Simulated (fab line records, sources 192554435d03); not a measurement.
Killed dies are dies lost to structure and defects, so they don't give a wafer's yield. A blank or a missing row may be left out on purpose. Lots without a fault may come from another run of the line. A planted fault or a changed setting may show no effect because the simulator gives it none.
fab line records | flow n5_finfet
record lots=7 wafers=21
route steps=1938 shown BEOL_M0@721 BEOL_M1@754 BEOL_M2@841 BEOL_M3@957 BEOL_M5@1120
start_h: hours from the record's first day to the start of the lot's first wafer shown | wait_h: hours since the lot's step before | " the same as in the row above | L1.1+2: a row that stands for several wafers | - no value, or no start given | * or withheld: withheld | < > ~ a bound
route shown NAME@n: a module of which the file shows steps, and the number in the route of the first | usual: mean/standard deviation of fault-free wafers | same: alike in all rows | chamber/n: place in a boat | sites: the reading at each site | _std_site: their standard deviation | _edge_site: outer sites' mean less inner sites' | radius_mm: how far each site lies from the wafer's centre | mask NAME#n: copy n | behind: the tool/chamber that last shaped the wafer | hold: why the lot was held/for how many hours/how that ended | device: the transistor (n, p or np) that didn't switch | end of line: the same wafers' tests at the end of the route | a step without rows: its recipe alone | killed: dies lost to structure and defects at the first sort, not the wafer's yield | map: a wafer's dies, x killed, . not, _ none there
set.NAME: the setting as run; set.NAME@STEP: as run at that earlier step | model.NAME: the simulator's own value behind a step, which no gauge read
lots whose settings were changed on purpose; a table a step, a row a wafer
## steps
# step N5_BEOL_M0_TRENCH_ETCH_107
# recipe chemistry=C4F6/O2 target_depth_a=328 target=SiOC time_s=16.4 ion_energy_ev=250 pressure_mtorr=30 source_w=355 bias_w=185 Ar_flow_sccm=300 C4F6_flow_sccm=10 O2_flow_sccm=10
# columns lot.wafer tool chamber start_h wait_h set.target_depth_a model.BEOL_M0.feature_depth_nm
L078.1 rie_diel-01 0 142.50 0.0 302.6 30.2
L078.3 " 1 " " 302.6 29.6
L078.5 " 1 " " 328 32.2
L079.3+6 rie_diel-05 3 148.30 0.0 328 32.6
L079.4 " 0 " " 328 33.4
L081.3 rie_diel-01 3 161.33 0.0 328 32.6
L081.4 " 2 " " 290.1 29.2
L081.6 " 1 " " 290.1 28.6
L085.1 rie_diel-03 3 188.63 0.0 328 33.6
L085.2 " 0 " " 328 32
L085.3 " 1 " " 328 33.2
L089.1 rie_diel-03 3 207.93 0.0 354.6 36
L089.3 " 0 " " 328 31.8
L089.4 " 2 " " 354.6 34.6
L092.2 rie_diel-03 3 224.92 0.0 328 33.2
L092.3 " 1 " " 328 32.6
L092.5 " 0 " " 328 31.6
L093.1 rie_diel-01 3 232.79 0.0 328 33
L093.4 " 2 " " 328 34.2
L093.6 " 0 " " 328 33.2
# step N5_BEOL_M0_STRIP_142
# recipe chemistry=N2/H2 time_s=10 power_w=450 temp_c=40 pressure_mtorr=20 rf_frequency_hz=6e+07 bias_power_w=7 n2_flow_sccm=200 h2_flow_sccm=200
# step N5_BEOL_M0_OCD_MEAS_108
# usual trench_depth_nm=32.6/0.63
# columns lot.wafer tool chamber start_h wait_h set.target_depth_a@BEOL_M0_TRENCH_ETCH_107 trench_depth_nm
L078.1 ocd-01 - 142.61 0.1 302.6 30.3
L078.3 " - " " 302.6 29.5
L078.5 " - " " 328 32.4
L079.3 ocd-01 - 148.41 0.1 328 32.0
L079.4 " - " " 328 33.4
L079.6 " - " " 328 32.2
L081.3 ocd-01 - 161.43 0.1 328 32.7
L081.4 " - " " 290.1 28.8
L081.6 " - " " 290.1 28.5
L085.1 ocd-02 - 188.73 0.1 328 33.7
L085.2 " - " " 328 31.9
L085.3 " - " " 328 33.5
L089.1 ocd-02 - 208.03 0.1 354.6 36.0
L089.3 " - " " 328 31.9
L089.4 " - " " 354.6 35.0
L092.2 ocd-01 - 225.03 0.1 328 32.5
L092.3 " - " " 328 32.7
L092.5 " - " " 328 31.6
L093.1 ocd-01 - 232.89 0.1 328 33.1
L093.4 " - " " 328 34.2
L093.6 " - " " 328 33.1
# step N5_BEOL_M1_HM_DEP_02
# recipe material=TiN target_thk_a=200 temp_c=25 chamber_pressure_pa=0.49996
# columns lot.wafer tool chamber start_h wait_h set.target_thk_a model.TiN_of_BEOL_M1_HM_DEP_02.thk_nm
L078.1 pvd_sputter-02 - 145.79 0.3 200 20
L078.3 " - " " 192 19.4
L078.5 " - " " 192 19
L079.3 pvd_sputter-02 - 157.09 5.1 200 19.8
L079.4+6 " - " " 200 20
L081.3 pvd_sputter-03 - 166.54 1.9 200 20
L081.4 " - " " 200 20.2
L081.6 " - " " 183.5 18.6
L085.1 pvd_sputter-01 - 192.20 0.2 200 20.2
L085.2 " - " " 226.5 22.8
L085.3 " - " " 226.5 22.6
L089.1 pvd_sputter-03 - 212.05 0.4 200 20.2
L089.3 " - " " 200 20
L089.4 " - " " 200 19.8
L092.2+3 pvd_sputter-02 - 232.77 3.4 200 20
L092.5 " - " " 181 18
L093.1 pvd_sputter-03 - 236.54 0.2 178 17.8
L093.4+6 " - " " 200 20.6
# step N5_BEOL_M1_COAT_61
# recipe resist=SOC temp_c=250 time_s=60 spin_rpm=1500 resist_thk_nm=60
# columns lot.wafer tool chamber start_h wait_h set.spin_rpm model.SOC_of_BEOL_M1_COAT_61.thk_nm
L078.1 litho_track-01 0 145.92 0.1 1500 59.8
L078.3 " 0 " " 1500 60
L078.5 " 0 " " 1455 60.8
L079.3+4+6 litho_track-01 0 157.22 0.1 1500 60
L081.3+4 litho_track-02 0 166.66 0.1 1629 57.4
L081.6 " 0 " " 1500 59.8
L085.1+3 litho_track-02 0 192.33 0.1 1500 60
L085.2 " 0 " " 1612 58
L089.1 litho_track-01 0 212.17 0.1 1563 58.6
L089.3+4 " 0 " " 1500 60
L092.2 litho_track-01 0 232.90 0.1 1500 59.6
L092.3 " 0 " " 1588 58.2
L092.5 " 0 " " 1500 59.8
L093.1 litho_track-02 0 236.66 0.1 1560 59
L093.4+6 " 0 " " 1560 58.6
# step N5_BEOL_M1_COAT_62
# recipe resist=SiARC temp_c=220 time_s=60 spin_rpm=1500 resist_thk_nm=12
# step N5_BEOL_M1_COAT_73
# recipe resist=underlayer temp_c=205 time_s=60 spin_rpm=1500 resist_thk_nm=5
# step N5_BEOL_M1_ETCH_74
# recipe chemistry=N2/H2 target=underlayer target_depth_a=65 mask_material=CAR-EUV time_s=5.2 ion_energy_ev=200 pressure_mtorr=30 source_w=840 bias_w=150 n2_flow_sccm=200 h2_flow_sccm=200 ends=cleared
# step N5_BEOL_M1_ETCH_63
# recipe chemistry=CF4 target=SiARC target_depth_a=156 mask_material=CAR-EUV time_s=26 ion_energy_ev=80 pressure_mtorr=40 source_w=545 bias_w=36 Ar_flow_sccm=100 cf4_flow_sccm=100 ends=cleared
# step N5_BEOL_M1_ETCH_64
# recipe chemistry=N2/H2 target=SOC target_depth_a=750 overetch_a=150 mask_material=SiARC temp_c=40 time_s=112.5 ion_energy_ev=200 pressure_mtorr=30 source_w=840 bias_w=150 n2_flow_sccm=200 h2_flow_sccm=200
# columns lot.wafer tool chamber start_h wait_h set.spin_rpm@BEOL_M1_COAT_61 model.etch.depth_nm
L078.1 rie_diel-06 3 146.39 0.0 1500 59.84
L078.3 " 0 " " 1500 59.97
L078.5 " 1 " " 1455 60.89
L079.3 rie_diel-04 3 157.81 0.0 1500 59.9
L079.4 " 0 " " 1500 60.02
L079.6 " 0 " " 1500 59.96
L081.3 rie_diel-04 3 167.13 0.0 1629 57.44
L081.4 " 1 " " 1629 57.31
L081.6 " 2 " " 1500 59.83
L085.1 rie_diel-02 0 193.14 0.0 1500 60.09
L085.2 " 2 " " 1612 57.94
L085.3 " 1 " " 1500 59.92
L089.1 rie_diel-06 1 212.76 0.0 1563 58.67
L089.3 " 2 " " 1500 60.06
L089.4 " 3 " " 1500 60.02
L092.2 rie_diel-04 3 233.36 0.0 1500 59.67
L092.3 " 0 " " 1588 58.12
L092.5 " 1 " " 1500 59.8
L093.1 rie_diel-06 2 237.14 0.0 1560 58.94
L093.4 " 0 " " 1560 58.68
L093.6 " 2 " " 1560 58.64
# step N5_BEOL_M1_STRIP_65
# recipe chemistry=N2/H2 temp_c=40 n2_flow_sccm=200 h2_flow_sccm=200 rf_frequency_hz=6e+07
# step N5_BEOL_M1_STRIP_75
# recipe chemistry=N2/H2 temp_c=40 n2_flow_sccm=200 h2_flow_sccm=200 rf_frequency_hz=6e+07
# step N5_BEOL_M1_STRIP_66
# recipe chemistry=CF4 resist=SiARC power_w=300 bias_power_w=75 pressure_mtorr=50 cf4_flow_sccm=150 rf_frequency_hz=6e+07
# step N5_BEOL_M1_HM_OPEN_17
# recipe chemistry=Cl2/BCl3 target_depth_a=200 overetch_a=60 target=TiN mask_material=SOC ion_energy_ev=150 pressure_mtorr=10 icp_w=1000 bias_w=126 Cl2_flow_sccm=53.25 bcl3_flow_sccm=21.75 Ar_flow_sccm=25
# columns lot.wafer tool chamber start_h wait_h set.target_thk_a@BEOL_M1_HM_DEP_02 set.spin_rpm@BEOL_M1_COAT_61 model.SOC_of_BEOL_M1_COAT_61.thk_nm model.etch.depth_nm
L078.1 rie_metal-02 1 146.55 0.0 200 1500 52.2 20.04
L078.3 " 1 " " 192 1500 52.4 19.39
L078.5 " 1 " " 192 1455 53.2 19
L079.3 rie_metal-03 0 158.01 0.1 200 1500 51.8 19.88
L079.4 " 1 " " 200 1500 52.2 19.98
L079.6 " 1 " " 200 1500 52.2 19.97
L081.3 rie_metal-01 1 167.33 0.1 200 1629 49.6 20.02
L081.4 " 0 " " 200 1629 49.6 20.2
L081.6 " 0 " " 183.5 1500 52.2 18.7
L085.1 rie_metal-03 0 193.30 0.0 200 1500 52 20.21
L085.2 " 1 " " 226.5 1612 50.2 22.82
L085.3 " 0 " " 226.5 1500 51.8 22.62
L089.1 rie_metal-02 0 212.93 0.0 200 1563 50.6 20.1
L089.3 " 0 " " 200 1500 52 20
L089.4 " 1 " " 200 1500 52.4 19.88
L092.2 rie_metal-03 1 233.53 0.0 200 1500 52 20.01
L092.3 " 0 " " 200 1588 50 19.96
L092.5 " 1 " " 181 1500 52 18.01
L093.1 rie_metal-01 1 237.31 0.0 178 1560 51.2 17.89
L093.4 " 0 " " 200 1560 51 20.56
L093.6 " 0 " " 200 1560 51 20.5
# step N5_BEOL_M2_ILD_DEP_00
# recipe material=SiOC target_thk_a=790 temp_c=350 precursor=DEMS/O2 pressure_torr=5 rf_w=500 time_s=15.3
# columns lot.wafer tool chamber start_h wait_h set.time_s model.SiOC_of_BEOL_M2_ILD_DEP_00.thk_nm
L078.1 pecvd-04 2 167.33 0.0 16.97 87.8
L078.3 " 1 " " 15.3 78.8
L078.5 " 0 " " 15.3 80.8
L079.3 pecvd-01 0 169.19 0.0 15.3 79.2
L079.4 " 1 " " 15.3 80.4
L079.6 " 2 " " 15.3 78.8
L081.3 pecvd-03 0 174.75 0.0 17.52 89
L081.4 " 1 " " 15.3 77.8
L081.6 " 2 " " 15.3 79
L085.1 pecvd-01 0 201.12 0.0 15.3 78.2
L085.2 " 1 " " 15.3 77.6
L085.3 " 2 " " 15.3 77
L089.1 pecvd-01 1 222.63 0.0 15.3 79.4
L089.3 " 2 " " 15.3 78.4
L089.4 " 2 " " 15.3 78.6
L092.2 pecvd-01 0 242.02 0.0 15.3 78.8
L092.3 " 0 " " 16.38 85.4
L092.5 " 1 " " 16.38 86
L093.1 pecvd-04 2 246.78 0.0 15.3 78.2
L093.4 " 1 " " 15.3 79.2
L093.6 " 0 " " 16.76 87
# step N5_BEOL_M2_THK_MEAS_01
# recipe reads=SiOC_of_BEOL_M2_ILD_DEP_00
# usual M2_ILD_THK=79.0/1.1
# columns lot.wafer tool chamber start_h wait_h set.time_s@BEOL_M2_ILD_DEP_00 M2_ILD_THK[nm]
L078.1 film_metro-01 - 167.40 0.0 16.97 87.7
L078.3 " - " " 15.3 78.9
L078.5 " - " " 15.3 80.8
L079.3 film_metro-02 - 169.26 0.1 15.3 79.1
L079.4 " - " " 15.3 80.3
L079.6 " - " " 15.3 78.7
L081.3 film_metro-02 - 174.82 0.1 17.52 89.0
L081.4 " - " " 15.3 77.9
L081.6 " - " " 15.3 79.0
L085.1 film_metro-01 - 201.18 0.0 15.3 78.3
L085.2 " - " " 15.3 77.6
L085.3 " - " " 15.3 77.1
L089.1 film_metro-01 - 222.69 0.0 15.3 79.4
L089.3 " - " " 15.3 78.4
L089.4 " - " " 15.3 78.7
L092.2 film_metro-01 - 242.11 0.1 15.3 78.7
L092.3 " - " " 16.38 85.4
L092.5 " - " " 16.38 86.0
L093.1 film_metro-02 - 246.85 0.0 15.3 78.2
L093.4 " - " " 15.3 79.2
L093.6 " - " " 16.76 87.1
# step N5_BEOL_M3_COAT_67
# recipe resist=SOC temp_c=250 time_s=60 spin_rpm=1500 resist_thk_nm=60
# columns lot.wafer tool chamber start_h wait_h set.spin_rpm model.SOC_of_BEOL_M3_COAT_67.thk_nm
L078.1 litho_track-01 0 181.08 0.0 1618 57.8
L078.3 " 0 " " 1618 57.6
L078.5 " 0 " " 1500 60
L079.3+4 litho_track-03 0 185.51 0.0 1500 60.2
L079.6 " 0 " " 1500 60.4
L081.3+6 litho_track-01 0 198.29 0.0 1500 59.8
L081.4 " 0 " " 1595 58
L085.1+2+3 litho_track-05 0 215.42 0.0 1500 60
L089.1 litho_track-03 0 236.87 0.0 1543 59.2
L089.3 " 0 " " 1543 59.4
L089.4 " 0 " " 1500 60.2
L092.2+3 litho_track-01 0 259.68 0.0 1500 59.8
L092.5 " 0 " " 1500 60.2
L093.1 litho_track-05 0 260.81 0.0 1500 59.8
L093.4 " 0 " " 1500 60
L093.6 " 0 " " 1331 63.6
# step N5_BEOL_M3_EXPOSE_25
# recipe mask_id=V2 na=0.33 source_shape=quasar sigma_inner=0.2 sigma_outer=0.8 polarization=unpolarized defocus_nm=5 dose_mj=63
# columns lot.wafer tool chamber start_h wait_h mask set.dose_mj
L078.1+3 euv_scanner-01 0 181.22 - V2#0 64.2
L078.5 " 0 " " V2#0 63
L079.3+4+6 euv_scanner-02 0 185.79 - V2#0 63
L081.3 euv_scanner-01 0 198.45 - V2#0 63
L081.4+6 " 0 " " V2#0 58.89
L085.1+2 euv_scanner-01 0 215.69 - V2#0 63
L085.3 " 0 " " V2#0 67.27
L089.1+3 euv_scanner-02 0 237.14 - V2#0 63
L089.4 " 0 " " V2#0 65.6
L092.2+3 euv_scanner-01 0 259.82 - V2#0 63
L092.5 " 0 " " V2#0 66.18
L093.1+6 euv_scanner-01 0 260.94 - V2#0 65.98
L093.4 " 0 " " V2#0 63
# step N5_BEOL_M3_PEB_26
# recipe peb_temp_c=100 peb_time_s=60 resist=CAR-EUV
# step N5_BEOL_M3_DEVELOP_27
# recipe develop_time_s=30 developer=TMAH resist=CAR-EUV rinse_liquid=surfactant_rinse dry=air_spin dev_temp_c=23
# step N5_BEOL_M3_CD_MEAS_28
# recipe target_cd_nm=25.7 landing_energy_ev=500 detector=se_inlens target_cd_y_nm=23.3 polarity=opening
# usual cd_nm=25.67/0.24
# columns lot.wafer tool chamber start_h wait_h set.dose_mj@BEOL_M3_EXPOSE_25 cd_nm
L078.1 cd_sem-02 0 181.36 - 64.2 25.73
L078.3 " 0 " " 64.2 25.71
L078.5 " 0 " " 63 25.13
L079.3 cd_sem-01 0 185.92 - 63 25.87
L079.4 " 0 " " 63 25.87
L079.6 " 0 " " 63 26.09
L081.3 cd_sem-02 0 198.58 - 63 25.90
L081.4 " 0 " " 58.89 24.38
L081.6 " 0 " " 58.89 24.33
L085.1 cd_sem-02 0 215.83 - 63 25.87
L085.2 " 0 " " 63 25.70
L085.3 " 0 " " 67.27 26.87
L089.1 cd_sem-01 0 237.28 - 63 25.70
L089.3 " 0 " " 63 25.84
L089.4 " 0 " " 65.6 26.24
L092.2 cd_sem-03 0 259.96 - 63 25.60
L092.3 " 0 " " 63 25.75
L092.5 " 0 " " 66.18 26.36
L093.1 cd_sem-03 0 261.09 - 65.98 26.74
L093.4 " 0 " " 63 25.90
L093.6 " 0 " " 65.98 26.68
# step N5_BEOL_M3_ALD_98
# recipe material=SiO2 target_thk_a=25 temp_c=100 ald_precursor_family=BDEAS ald_co_reactant=O2-plasma pulse_time_s=1 co_reactant_pulse_time_s=1 purge_time_s=2 co_reactant_purge_time_s=2 ald_cycles=17 pressure_torr=2
# step N5_BEOL_M3_ETCHBACK_99
# recipe chemistry=CHF3 target=SiO2 target_depth_a=50 time_s=10.4 source_w=215 bias_w=47 Ar_flow_sccm=200 CHF3_flow_sccm=12 ion_energy_ev=100 pressure_mtorr=30
# step N5_BEOL_M3_ETCH_70
# recipe chemistry=N2/H2 target=SOC target_depth_a=800 overetch_a=160 mask_material=SiARC temp_c=40 time_s=120 ion_energy_ev=200 pressure_mtorr=30 source_w=840 bias_w=150 n2_flow_sccm=200 h2_flow_sccm=200
# columns lot.wafer tool chamber start_h wait_h set.spin_rpm@BEOL_M3_COAT_67 model.etch.depth_nm
L078.1 rie_diel-06 0 183.74 0.0 1618 57.88
L078.3 " 1 " " 1618 57.64
L078.5 " 3 " " 1500 59.99
L079.3 rie_diel-04 0 189.04 0.0 1500 60.11
L079.4 " 3 " " 1500 60.27
L079.6 " 1 " " 1500 60.34
L081.3 rie_diel-02 2 204.51 0.0 1500 59.75
L081.4 " 1 " " 1595 57.99
L081.6 " 2 " " 1500 59.82
L085.1 rie_diel-02 0 224.45 0.0 1500 60.06
L085.2 " 2 " " 1500 60.07
L085.3 " 3 " " 1500 60.04
L089.1 rie_diel-06 3 241.31 0.0 1543 59.23
L089.3 " 2 " " 1543 59.37
L089.4 " 1 " " 1500 60.2
L092.2 rie_diel-02 3 265.78 0.0 1500 59.85
L092.3 " 0 " " 1500 59.84
L092.5 " 2 " " 1500 60.16
L093.1 rie_diel-04 2 265.78 0.0 1500 59.78
L093.4 " 0 " " 1500 59.92
L093.6 " 2 " " 1331 63.59
# step N5_BEOL_M5_COAT_05
# recipe resist=CAR-EUV spin_rpm=1500 resist_thk_nm=30
# columns lot.wafer tool chamber start_h wait_h set.spin_rpm model.CAR-EUV_of_BEOL_M5_COAT_05.thk_nm
L078.1+3 litho_track-03 0 - - 1500 30.2
L078.5 " 0 " " 1500 30
L079.3+4+6 litho_track-03 0 - - 1500 30
L081.3 litho_track-04 0 - - 1576 29.2
L081.4 " 0 " " 1500 30
L081.6 " 0 " " 1576 29.4
L085.1+3 litho_track-05 0 - - 1500 30
L085.2 " 0 " " 1333 32
L089.1 litho_track-03 0 - - 1394 31.2
L089.3+4 " 0 " " 1500 30
L092.2 litho_track-04 0 - - 1500 29.8
L092.3 " 0 " " 1424 30.8
L092.5 " 0 " " 1424 30.6
L093.1 litho_track-04 0 - - 1331 32
L093.4+6 " 0 " " 1331 31.8
# step N5_BEOL_M5_EBR_07
# recipe solvent=PGMEA ebr_width_mm=1.5
# step N5_BEOL_M5_SOFTBAKE_06
# recipe temp_c=110 time_s=60 resist=CAR-EUV
# step N5_BEOL_M5_DESCUM_16
# recipe chemistry=O2 time_s=7 source_power_w=50 bias_power_w=20 pressure_mtorr=20 rf_frequency_hz=2.712e+07 temp_c=40 resist=CAR-EUV o2_flow_sccm=225
# columns lot.wafer tool chamber start_h wait_h set.spin_rpm@BEOL_M5_COAT_05 model.CAR-EUV_of_BEOL_M5_COAT_05.thk_nm
L078.1+3 rie_diel-06 1,2 208.64 0.0 1500 26.2
L078.5 " 1 " " 1500 26
L079.3+4+6 rie_diel-02 0,3,0 209.15 0.1 1500 26
L081.3 rie_diel-04 2 224.67 0.4 1576 25.2
L081.4 " 0 " " 1500 26
L081.6 " 3 " " 1576 25.4
L085.1+3 rie_diel-02 0,3 242.76 0.0 1500 26
L085.2 " 2 " " 1333 28
L089.1 rie_diel-04 3 259.80 0.0 1394 27.4
L089.3+4 " 0,1 " " 1500 26
L092.2 rie_diel-06 0 283.23 0.2 1500 26
L092.3+5 " 2,0 " " 1424 26.8
L093.1+4 rie_diel-06 1,2 283.96 0.1 1331 28
L093.6 " 1 " " 1331 27.8
# step N5_BEOL_M5_ETCH_72
# recipe chemistry=N2/H2 target=underlayer target_depth_a=65 mask_material=CAR-EUV time_s=5.2 ion_energy_ev=200 pressure_mtorr=30 source_w=840 bias_w=150 n2_flow_sccm=200 h2_flow_sccm=200 ends=cleared
# usual rf_vpp_V=524.9/3
# columns lot.wafer tool chamber start_h wait_h set.bias_w rf_vpp_V
L078.1 rie_diel-06 1 208.67 0.0 150 522.3
L078.3 " 2 " " 143.1 513.4
L078.5 " 1 " " 150 523.7
L079.3 rie_diel-02 0 209.18 0.0 150 527.8
L079.4 " 3 " " 150 526.6
L079.6 " 0 " " 150 528.3
L081.3 rie_diel-04 2 224.71 0.0 150 524.1
L081.4 " 0 " " 150 524.5
L081.6 " 3 " " 150 527.4
L085.1 rie_diel-02 0 242.80 0.0 150 528.5
L085.2 " 2 " " 150 526.9
L085.3 " 3 " " 142.4 510.6
L089.1 rie_diel-04 3 259.84 0.0 150 523.5
L089.3 " 0 " " 170.7 569.7
L089.4 " 1 " " 170.7 567.6
L092.2 rie_diel-06 0 283.27 0.0 150 521.7
L092.3 " 2 " " 150 527.7
L092.5 " 0 " " 165 553.3
L093.1 rie_diel-06 1 283.99 0.0 150 522.0
L093.4 " 2 " " 150 530.1
L093.6 " 1 " " 150 523.0
## key
split step=N5_BEOL_M0_TRENCH_ETCH_107 setting=target_depth_a stated=328 by=wafer
response step=N5_BEOL_M0_TRENCH_ETCH_107 reading=model.BEOL_M0.feature_depth_nm change=+0.343 per=1% r=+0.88
response step=N5_BEOL_M0_OCD_MEAS_108 reading=trench_depth_nm change=+0.369 per=1% r=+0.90
split step=N5_BEOL_M1_HM_DEP_02 setting=target_thk_a stated=200 by=wafer
response step=N5_BEOL_M1_HM_DEP_02 reading=model.TiN_of_BEOL_M1_HM_DEP_02.thk_nm change=+0.209 per=1% r=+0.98
response step=N5_BEOL_M1_HM_OPEN_17 reading=model.etch.depth_nm change=+0.204 per=1% r=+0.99
split step=N5_BEOL_M1_COAT_61 setting=spin_rpm stated=1500 by=wafer
response step=N5_BEOL_M1_COAT_61 reading=model.SOC_of_BEOL_M1_COAT_61.thk_nm change=-0.278 per=1% r=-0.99
response step=N5_BEOL_M1_ETCH_64 reading=model.etch.depth_nm change=-0.286 per=1% r=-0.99
response step=N5_BEOL_M1_HM_OPEN_17 reading=model.SOC_of_BEOL_M1_COAT_61.thk_nm change=-0.295 per=1% r=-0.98
split step=N5_BEOL_M2_ILD_DEP_00 setting=time_s stated=15.3 by=wafer
response step=N5_BEOL_M2_ILD_DEP_00 reading=model.SiOC_of_BEOL_M2_ILD_DEP_00.thk_nm change=+0.784 per=1% r=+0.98
response step=N5_BEOL_M2_THK_MEAS_01 reading=M2_ILD_THK change=+0.782 per=1% r=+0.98
split step=N5_BEOL_M3_COAT_67 setting=spin_rpm stated=1500 by=wafer
response step=N5_BEOL_M3_COAT_67 reading=model.SOC_of_BEOL_M3_COAT_67.thk_nm change=-0.311 per=1% r=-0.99
response step=N5_BEOL_M3_ETCH_70 reading=model.etch.depth_nm change=-0.311 per=1% r=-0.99
split step=N5_BEOL_M3_EXPOSE_25 setting=dose_mj stated=63 by=wafer
response step=N5_BEOL_M3_CD_MEAS_28 reading=cd_nm change=+0.177 per=1% r=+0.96
split step=N5_BEOL_M5_COAT_05 setting=spin_rpm stated=1500 by=wafer
response step=N5_BEOL_M5_COAT_05 reading=model.CAR-EUV_of_BEOL_M5_COAT_05.thk_nm change=-0.173 per=1% r=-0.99
response step=N5_BEOL_M5_DESCUM_16 reading=model.CAR-EUV_of_BEOL_M5_COAT_05.thk_nm change=-0.177 per=1% r=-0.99
split step=N5_BEOL_M5_ETCH_72 setting=bias_w stated=150 by=wafer
response step=N5_BEOL_M5_ETCH_72 reading=rf_vpp_V change=+3.08 per=1% r=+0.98
